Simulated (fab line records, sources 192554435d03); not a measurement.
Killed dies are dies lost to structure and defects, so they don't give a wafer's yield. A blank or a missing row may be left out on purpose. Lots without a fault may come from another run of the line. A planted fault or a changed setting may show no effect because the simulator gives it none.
fab line records | flow n5_finfet
record lots=7 wafers=21
route steps=1938 shown BEOL_M12@1639 BEOL_M13@1696 BEOL_M14@1751 PASSIVATION@1910
start_h: hours from the record's first day to the start of the lot's first wafer shown | wait_h: hours since the lot's step before | " the same as in the row above | L1.1+2: a row that stands for several wafers | - no value, or no start given | * or withheld: withheld | < > ~ a bound
route shown NAME@n: a module of which the file shows steps, and the number in the route of the first | usual: mean/standard deviation of fault-free wafers | same: alike in all rows | chamber/n: place in a boat | sites: the reading at each site | _std_site: their standard deviation | _edge_site: outer sites' mean less inner sites' | radius_mm: how far each site lies from the wafer's centre | mask NAME#n: copy n | behind: the tool/chamber that last shaped the wafer | hold: why the lot was held/for how many hours/how that ended | device: the transistor (n, p or np) that didn't switch | end of line: the same wafers' tests at the end of the route | a step without rows: its recipe alone | killed: dies lost to structure and defects at the first sort, not the wafer's yield | map: a wafer's dies, x killed, . not, _ none there
set.NAME: the setting as run; set.NAME@STEP: as run at that earlier step | model.NAME: the simulator's own value behind a step, which no gauge read
lots whose settings were changed on purpose; a table a step, a row a wafer
## steps
# step N5_BEOL_M12_TRENCH_ETCH_34
# recipe chemistry=C4F8/O2/Ar target=SiOC target_depth_a=3189.5 mask_material=SOC pressure_mtorr=30 source_w=3000 bias_w=700 Ar_flow_sccm=400 C4F8_flow_sccm=15 O2_flow_sccm=8 he_inner_torr=15 he_outer_torr=30 time_s=125.5 ion_energy_ev=250
# columns lot.wafer tool chamber start_h wait_h set.time_s model.etch.depth_nm
L074.1 rie_diel-02 0 247.87 0.0 125.5 312.6
L074.4 " 1 " " 125.5 319.3
L074.6 " 0 " " 125.5 311.3
L080.1 rie_diel-04 3 284.21 0.0 101.9 264.4
L080.2 " 1 " " 125.5 329
L080.3 " 2 " " 101.9 263.2
L079.1 rie_diel-02 3 285.77 0.0 125.5 326.2
L079.2 " 2 " " 125.5 323.4
L079.3 " 0 " " 125.5 311.6
L082.2 rie_diel-06 3 293.09 0.0 141.8 356.6
L082.3 " 1 " " 125.5 308.5
L082.5 " 3 " " 141.8 358
L085.1 rie_diel-06 2 307.06 0.0 149.1 385.9
L085.3 " 1 " " 149.1 366.1
L085.4 " 0 " " 125.5 309
L086.1 rie_diel-06 2 314.35 0.0 125.5 327.5
L086.5 " 1 " " 111.2 272.4
L086.6 " 0 " " 125.5 307.6
L089.4 rie_diel-04 3 341.03 0.0 125.5 323.9
L089.5 " 0 " " 144.5 354.2
L089.6 " 3 " " 144.5 376.4
# step N5_BEOL_M12_STRIP_70
# recipe chemistry=C4F8/O2/Ar resist=SiARC rf_frequency_hz=6e+07
# step N5_BEOL_M12_OCD_MEAS_35
# usual trench_depth_nm=316/6.7
# columns lot.wafer tool chamber start_h wait_h set.time_s@BEOL_M12_TRENCH_ETCH_34 trench_depth_nm
L074.1 ocd-01 - 248.03 0.0 125.5 313
L074.4 " - " " 125.5 319
L074.6 " - " " 125.5 311
L080.1 ocd-02 - 284.37 0.0 101.9 264
L080.2 " - " " 125.5 329
L080.3 " - " " 101.9 263
L079.1 ocd-01 - 285.92 0.0 125.5 327
L079.2 " - " " 125.5 323
L079.3 " - " " 125.5 312
L082.2 ocd-02 - 293.24 0.0 141.8 356
L082.3 " - " " 125.5 309
L082.5 " - " " 141.8 357
L085.1 ocd-01 - 307.22 0.0 149.1 385
L085.3 " - " " 149.1 366
L085.4 " - " " 125.5 309
L086.1 ocd-02 - 314.50 0.0 125.5 328
L086.5 " - " " 111.2 272
L086.6 " - " " 125.5 308
L089.4 ocd-02 - 341.19 0.0 125.5 324
L089.5 " - " " 144.5 355
L089.6 " - " " 144.5 377
# step N5_BEOL_M12_STRIP_37
# recipe chemistry=N2/H2 power_w=1000 temp_c=250 h2_frac=0.65 overash_fraction=0.3 pressure_mtorr=withheld n2_flow_sccm=1750 h2_flow_sccm=3250
# step N5_BEOL_M12_ETCH_38
# recipe chemistry=CF4/N2 target=SiCN target_depth_a=687 taper_deg=2 time_s=73.4 ion_energy_ev=150 mask_material=SiO2 pressure_mtorr=40 source_w=430 bias_w=70 Ar_flow_sccm=100 cf4_flow_sccm=60 n2_flow_sccm=60
# step N5_BEOL_M12_ECD_47
# recipe material=Cu target_thk_a=7200
# step N5_BEOL_M12_ANNEAL_48
# recipe temp_c=225 time_s=90 ambient=N2
# step N5_BEOL_M12_CMP_49
# recipe stop_on=SiOC t_overpolish_s=20.6 down_force_psi=1 platen_rpm=50 clearing_platen_down_force_psi=1.5 clearing_platen_rpm=50 post_cmp_clean=cu_alkaline target_thk_nm=320 clearing_platen_pad_velocity_m_s=0.99484 pad_velocity_m_s=0.99484
# columns lot.wafer tool chamber start_h wait_h set.time_s@BEOL_M12_TRENCH_ETCH_34 model.Cu_of_BEOL_M12_ECD_47.thk_nm
L074.4 cmp-01 1 250.93 0.2 125.5 318.8
L074.1 " 3 " " 125.5 311.8
L074.6 " 1 " " 125.5 311.2
L079.3 cmp-01 0 287.99 0.2 125.5 312.2
L079.2 " 1 " " 125.5 323
L079.1 " 2 " " 125.5 329.4
L080.1 cmp-02 1 288.22 0.3 101.9 264.4
L080.3 " 3 " " 101.9 263
L080.2 " 0 " " 125.5 333.2
L082.3 cmp-02 1 297.88 0.2 125.5 308.4
L082.2+5 " 0,2 " " 141.8 358.4
L085.1 cmp-01 3 309.06 0.5 149.1 386.6
L085.3 " 0 " " 149.1 365.2
L085.4 " 1 " " 125.5 310.2
L086.1 cmp-02 2 316.47 0.3 125.5 327.6
L086.6 " 1 " " 125.5 306.6
L086.5 " 2 " " 111.2 272.2
L089.4 cmp-04 2 344.20 0.2 125.5 325.6
L089.6 " 3 " " 144.5 375.8
L089.5 " 0 " " 144.5 356.4
# step N5_BEOL_M12_THK_MEAS_50
# recipe thk_meas_gauge=xrf reads=Cu_of_BEOL_M12_ECD_47
# usual M12_THK=320/6.9
# columns lot.wafer tool chamber start_h wait_h set.time_s@BEOL_M12_TRENCH_ETCH_34 M12_THK[nm]
L074.1 film_metro-01 - 251.18 - 125.5 316
L074.4 " - " " 125.5 322
L074.6 " - " " 125.5 315
L079.1 film_metro-02 - 288.24 - 125.5 335
L079.2 " - " " 125.5 327
L079.3 " - " " 125.5 317
L080.1 film_metro-01 - 288.51 - 101.9 268
L080.2 " - " " 125.5 337
L080.3 " - " " 101.9 265
L082.2 film_metro-02 - 298.18 - 141.8 364
L082.3 " - " " 125.5 313
L082.5 " - " " 141.8 364
L085.1 film_metro-02 - 309.31 - 149.1 388
L085.3 " - " " 149.1 365
L085.4 " - " " 125.5 312
L086.1 film_metro-01 - 316.73 - 125.5 331
L086.5 " - " " 111.2 275
L086.6 " - " " 125.5 312
L089.4 film_metro-02 - 344.38 - 125.5 331
L089.5 " - " " 144.5 363
L089.6 " - " " 144.5 381
# step N5_BEOL_M12_PRE_CLEAN_52
# recipe gas=NH3 time_s=15 temp_c=withheld rf_power_w=300
# step N5_BEOL_M12_DEP_53
# recipe material=SiCN target_thk_a=300 temp_c=withheld precursor=3MS/NH3 pressure_torr=3 rf_w=675 time_s=10.5
# step N5_BEOL_M12_RS_MEAS_54
# recipe thk_meas_gauge=four-point-probe reads=Cu_of_BEOL_M12_ECD_47+Ta_of_BEOL_M12_SPUTTER_44+TaN_of_BEOL_M12_SPUTTER_43
# usual M12_RS=0.0606/0.0013
# columns lot.wafer tool chamber start_h wait_h set.time_s@BEOL_M12_TRENCH_ETCH_34 M12_RS[ohm/sq]
L074.1 film_metro-01 - 251.31 0.0 125.5 0.0616
L074.4 " - " " 125.5 0.0601
L074.6 " - " " 125.5 0.0617
L079.1 film_metro-02 - 288.37 0.0 125.5 0.0583
L079.2 " - " " 125.5 0.0595
L079.3 " - " " 125.5 0.0617
L080.1 film_metro-02 - 288.64 0.0 101.9 0.0734
L080.2 " - " " 125.5 0.0578
L080.3 " - " " 101.9 0.0738
L082.2 film_metro-01 - 298.30 0.0 141.8 0.0533
L082.3 " - " " 125.5 0.0623
L082.5 " - " " 141.8 0.0532
L085.1 film_metro-02 - 309.44 0.0 149.1 0.0495
L085.3 " - " " 149.1 0.0523
L085.4 " - " " 125.5 0.0621
L086.1 film_metro-02 - 316.86 0.0 125.5 0.0587
L086.5 " - " " 111.2 0.0710
L086.6 " - " " 125.5 0.0627
L089.4 film_metro-02 - 344.51 0.0 125.5 0.0590
L089.5 " - " " 144.5 0.0537
L089.6 " - " " 144.5 0.0507
# step N5_BEOL_M13_TRENCH_ETCH_34
# recipe chemistry=C4F8/O2/Ar target=SiOC target_depth_a=4134.7 mask_material=SOC pressure_mtorr=30 source_w=3000 bias_w=700 Ar_flow_sccm=400 C4F8_flow_sccm=15 O2_flow_sccm=8 he_inner_torr=15 he_outer_torr=30 time_s=162.6 ion_energy_ev=250
# columns lot.wafer tool chamber start_h wait_h set.time_s model.etch.depth_nm
L074.1 rie_diel-05 2 253.26 0.0 162.6 422.1
L074.4 " 3 " " 162.6 413.4
L074.6 " 3 " " 162.6 411.7
L079.1 rie_diel-01 1 290.80 0.0 162.6 418
L079.2 " 2 " " 162.6 415.2
L079.3 " 0 " " 130.9 343.4
L080.1 rie_diel-03 2 291.13 0.0 162.6 405.8
L080.2 " 3 " " 162.6 411.4
L080.3 " 1 " " 162.6 406.7
L082.2 rie_diel-05 3 300.41 0.0 162.6 410.3
L082.3 " 1 " " 162.6 424.1
L082.5 " 3 " " 162.6 410.8
L085.1 rie_diel-03 2 311.61 0.0 172.1 426.4
L085.3 " 3 " " 162.6 412.6
L085.4 " 0 " " 172.1 434.6
L086.1 rie_diel-03 3 318.89 0.0 162.6 413.2
L086.5 " 0 " " 162.6 413.6
L086.6 " 1 " " 162.6 406.7
L089.4 rie_diel-03 0 346.46 0.0 145 367.6
L089.5 " 0 " " 145 368.1
L089.6 " 1 " " 162.6 405
# step N5_BEOL_M13_STRIP_70
# recipe chemistry=C4F8/O2/Ar resist=SiARC rf_frequency_hz=6e+07
# step N5_BEOL_M13_OCD_MEAS_35
# usual trench_depth_nm=413/7.5
# columns lot.wafer tool chamber start_h wait_h set.time_s@BEOL_M13_TRENCH_ETCH_34 trench_depth_nm
L074.1 ocd-02 - 253.44 0.0 162.6 422
L074.4 " - " " 162.6 413
L074.6 " - " " 162.6 412
L079.1 ocd-01 - 290.98 0.0 162.6 418
L079.2 " - " " 162.6 415
L079.3 " - " " 130.9 343
L080.1 ocd-01 - 291.30 0.0 162.6 406
L080.2 " - " " 162.6 411
L080.3 " - " " 162.6 406
L082.2 ocd-02 - 300.59 0.0 162.6 410
L082.3 " - " " 162.6 424
L082.5 " - " " 162.6 411
L085.1 ocd-01 - 311.78 0.0 172.1 427
L085.3 " - " " 162.6 413
L085.4 " - " " 172.1 435
L086.1 ocd-01 - 319.06 0.0 162.6 413
L086.5 " - " " 162.6 414
L086.6 " - " " 162.6 407
L089.4 ocd-02 - 346.64 0.0 145 368
L089.5 " - " " 145 368
L089.6 " - " " 162.6 405
# step N5_BEOL_M13_STRIP_37
# recipe chemistry=N2/H2 power_w=1000 temp_c=250 h2_frac=0.65 overash_fraction=0.3 pressure_mtorr=withheld n2_flow_sccm=1750 h2_flow_sccm=3250
# step N5_BEOL_M13_ETCH_38
# recipe chemistry=CF4/N2 target=SiCN target_depth_a=675 taper_deg=2 time_s=71.9 ion_energy_ev=150 mask_material=SiO2 pressure_mtorr=40 source_w=430 bias_w=70 Ar_flow_sccm=100 cf4_flow_sccm=60 n2_flow_sccm=60
# step N5_BEOL_M13_ECD_47
# recipe material=Cu target_thk_a=9360
# step N5_BEOL_M13_ANNEAL_48
# recipe temp_c=225 time_s=90 ambient=N2
# step N5_BEOL_M13_CMP_49
# recipe stop_on=SiOC t_overpolish_s=17.1 down_force_psi=1 platen_rpm=50 clearing_platen_down_force_psi=1.5 clearing_platen_rpm=50 post_cmp_clean=cu_alkaline target_thk_nm=420 clearing_platen_pad_velocity_m_s=0.99484 pad_velocity_m_s=0.99484
# columns lot.wafer tool chamber start_h wait_h set.time_s@BEOL_M13_TRENCH_ETCH_34 model.Cu_of_BEOL_M13_ECD_47.thk_nm
L074.1 cmp-02 0 255.62 0.3 162.6 429.8
L074.4 " 2 " " 162.6 418.6
L074.6 " 3 " " 162.6 416.6
L079.3 cmp-02 2 294.14 0.2 130.9 349
L079.1 " 3 " " 162.6 423.8
L079.2 " 1 " " 162.6 420.6
L080.3 cmp-04 3 294.29 0.2 162.6 413
L080.2 " 1 " " 162.6 416.2
L080.1 " 2 " " 162.6 414
L082.3 cmp-02 3 304.27 0.2 162.6 430.4
L082.2 " 0 " " 162.6 419.2
L082.5 " 2 " " 162.6 418.2
L085.1 cmp-04 3 316.00 0.3 172.1 430.6
L085.4 " 0 " " 172.1 442.2
L085.3 " 1 " " 162.6 418.2
L086.1 cmp-03 2 321.25 0.3 162.6 420.8
L086.6 " 0 " " 162.6 411.8
L086.5 " 1 " " 162.6 421
L089.4 cmp-02 2 348.84 0.1 145 371.8
L089.5 " 2 " " 145 374.2
L089.6 " 3 " " 162.6 409.6
# step N5_BEOL_M13_THK_MEAS_50
# recipe thk_meas_gauge=xrf reads=Cu_of_BEOL_M13_ECD_47
# usual M13_THK=425/8.4
# columns lot.wafer tool chamber start_h wait_h set.time_s@BEOL_M13_TRENCH_ETCH_34 M13_THK[nm]
L074.1 film_metro-01 - 255.87 - 162.6 436
L074.4 " - " " 162.6 424
L074.6 " - " " 162.6 421
L079.1 film_metro-02 - 294.44 - 162.6 431
L079.2 " - " " 162.6 427
L079.3 " - " " 130.9 357
L080.1 film_metro-01 - 294.58 - 162.6 420
L080.2 " - " " 162.6 420
L080.3 " - " " 162.6 416
L082.2 film_metro-01 - 304.49 - 162.6 424
L082.3 " - " " 162.6 432
L082.5 " - " " 162.6 424
L085.1 film_metro-02 - 316.26 - 172.1 439
L085.3 " - " " 162.6 424
L085.4 " - " " 172.1 450
L086.1 film_metro-01 - 321.47 - 162.6 425
L086.5 " - " " 162.6 426
L086.6 " - " " 162.6 415
L089.4 film_metro-02 - 349.14 - 145 376
L089.5 " - " " 145 377
L089.6 " - " " 162.6 416
# step N5_BEOL_M13_PRE_CLEAN_52
# recipe gas=NH3 time_s=15 temp_c=withheld rf_power_w=300
# step N5_BEOL_M13_DEP_53
# recipe material=SiCN target_thk_a=500 temp_c=withheld precursor=3MS/NH3 pressure_torr=3 rf_w=675 time_s=17.8
# step N5_BEOL_M13_RS_MEAS_54
# recipe thk_meas_gauge=four-point-probe reads=Cu_of_BEOL_M13_ECD_47+Ta_of_BEOL_M13_SPUTTER_44+TaN_of_BEOL_M13_SPUTTER_43
# usual M13_RS=0.0450/0.00086
# columns lot.wafer tool chamber start_h wait_h set.time_s@BEOL_M13_TRENCH_ETCH_34 M13_RS[ohm/sq]
L074.1 film_metro-01 - 256.00 0.0 162.6 0.0438
L074.4 " - " " 162.6 0.0451
L074.6 " - " " 162.6 0.0453
L079.1 film_metro-02 - 294.57 0.0 162.6 0.0445
L079.2 " - " " 162.6 0.0449
L079.3 " - " " 130.9 0.0545
L080.1 film_metro-02 - 294.71 0.0 162.6 0.0457
L080.2 " - " " 162.6 0.0453
L080.3 " - " " 162.6 0.0457
L082.2 film_metro-02 - 304.62 0.1 162.6 0.0451
L082.3 " - " " 162.6 0.0439
L082.5 " - " " 162.6 0.0452
L085.1 film_metro-02 - 316.38 0.0 172.1 0.0437
L085.3 " - " " 162.6 0.0451
L085.4 " - " " 172.1 0.0426
L086.1 film_metro-02 - 321.64 0.0 162.6 0.0449
L086.5 " - " " 162.6 0.0448
L086.6 " - " " 162.6 0.0458
L089.4 film_metro-01 - 349.27 0.0 145 0.0510
L089.5 " - " " 145 0.0506
L089.6 " - " " 162.6 0.0461
# step N5_BEOL_M14_ETCH_68
# recipe chemistry=N2/H2 target=SOC mask_material=SiARC source_w=3000 bias_w=350 temp_c=40 time_s=450 ion_energy_ev=200 pressure_mtorr=30 n2_flow_sccm=200 h2_flow_sccm=200
# columns lot.wafer tool chamber start_h wait_h set.time_s model.SiARC_of_BEOL_M14_COAT_66.thk_nm
L074.1 rie_diel-04 2 258.08 0.1 450 64.8
L074.4 " 1 " " 450 63.2
L074.6 " 1 " " 450 63.8
L079.1 rie_diel-04 3 296.49 0.1 503.3 59.8
L079.2 " 2 " " 503.3 60
L079.3 " 0 " " 450 66.4
L080.1 rie_diel-02 0 296.53 0.1 486.5 62.8
L080.2 " 3 " " 450 65.2
L080.3 " 2 " " 450 64.2
L082.2 rie_diel-06 1 306.30 0.1 450 66.8
L082.3 " 2 " " 515 58
L082.5 " 3 " " 515 59.6
L085.1 rie_diel-04 0 318.32 0.1 450 66.8
L085.3 " 2 " " 361.7 74.8
L085.4 " 1 " " 361.7 73.6
L086.1 rie_diel-06 1 323.57 0.1 450 66.6
L086.5 " 3 " " 450 66
L086.6 " 0 " " 450 67
L089.4 rie_diel-04 3 351.07 0.1 450 64.6
L089.5 " 0 " " 450 66.6
L089.6 " 3 " " 450 64.4
# step N5_PASSIVATION_ETCH_59
# recipe chemistry=Cl2/BCl3 target=TaN target_depth_a=650 time_s=34.9 ion_energy_ev=100 pressure_mtorr=10 icp_w=900 bias_w=100 Cl2_flow_sccm=60 bcl3_flow_sccm=30
# columns lot.wafer tool chamber start_h wait_h set.time_s model.etch.depth_nm
L074.1 rie_metal-02 1 278.47 0.3 34.9 73.01
L074.4 " 0 " " 34.9 64.01
L074.6 " 1 " " 34.9 73.17
L079.1 rie_metal-01 0 320.32 0.7 40.85 78.59
L079.2 " 0 " " 34.9 67.39
L079.3 " 0 " " 34.9 67.55
L080.1 rie_metal-01 0 322.30 0.7 34.9 66.54
L080.2 " 0 " " 34.9 66.53
L080.3 " 0 " " 34.9 66.45
L082.2 rie_metal-03 1 327.65 0.3 38.71 72.9
L082.3 " 0 " " 38.71 72.98
L082.5 " 1 " " 34.9 65.98
L085.1 rie_metal-03 0 343.51 0.3 34.9 64.99
L085.3 " 1 " " 34.9 65.42
L085.4 " 0 " " 34.9 65.25
L086.1 rie_metal-03 1 348.58 0.3 40.77 76.68
L086.5 " 0 " " 34.9 64.99
L086.6 " 1 " " 40.77 76.46
L089.4 rie_metal-01 1 369.94 0.2 38.78 74.09
L089.5 " 1 " " 34.9 66.45
L089.6 " 0 " " 38.78 74.28
## key
split step=N5_BEOL_M12_TRENCH_ETCH_34 setting=time_s stated=125.5 by=wafer
response step=N5_BEOL_M12_TRENCH_ETCH_34 reading=model.etch.depth_nm change=+3.45 per=1% r=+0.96
response step=N5_BEOL_M12_OCD_MEAS_35 reading=trench_depth_nm change=+3.45 per=1% r=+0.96
response step=N5_BEOL_M12_CMP_49 reading=model.Cu_of_BEOL_M12_ECD_47.thk_nm change=+3.5 per=1% r=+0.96
response step=N5_BEOL_M12_THK_MEAS_50 reading=M12_THK change=+3.54 per=1% r=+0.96
response step=N5_BEOL_M12_RS_MEAS_54 reading=M12_RS change=-0.000684 per=1% r=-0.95
split step=N5_BEOL_M13_TRENCH_ETCH_34 setting=time_s stated=162.6 by=wafer
response step=N5_BEOL_M13_TRENCH_ETCH_34 reading=model.etch.depth_nm change=+3.64 per=1% r=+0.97
response step=N5_BEOL_M13_OCD_MEAS_35 reading=trench_depth_nm change=+3.63 per=1% r=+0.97
response step=N5_BEOL_M13_CMP_49 reading=model.Cu_of_BEOL_M13_ECD_47.thk_nm change=+3.63 per=1% r=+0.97
response step=N5_BEOL_M13_THK_MEAS_50 reading=M13_THK change=+3.68 per=1% r=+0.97
response step=N5_BEOL_M13_RS_MEAS_54 reading=M13_RS change=-0.000478 per=1% r=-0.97
split step=N5_BEOL_M14_ETCH_68 setting=time_s stated=450 by=wafer
response step=N5_BEOL_M14_ETCH_68 reading=model.SiARC_of_BEOL_M14_COAT_66.thk_nm change=-0.442 per=1% r=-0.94
split step=N5_PASSIVATION_ETCH_59 setting=time_s stated=34.9 by=wafer
response step=N5_PASSIVATION_ETCH_59 reading=model.etch.depth_nm change=+0.669 per=1% r=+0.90
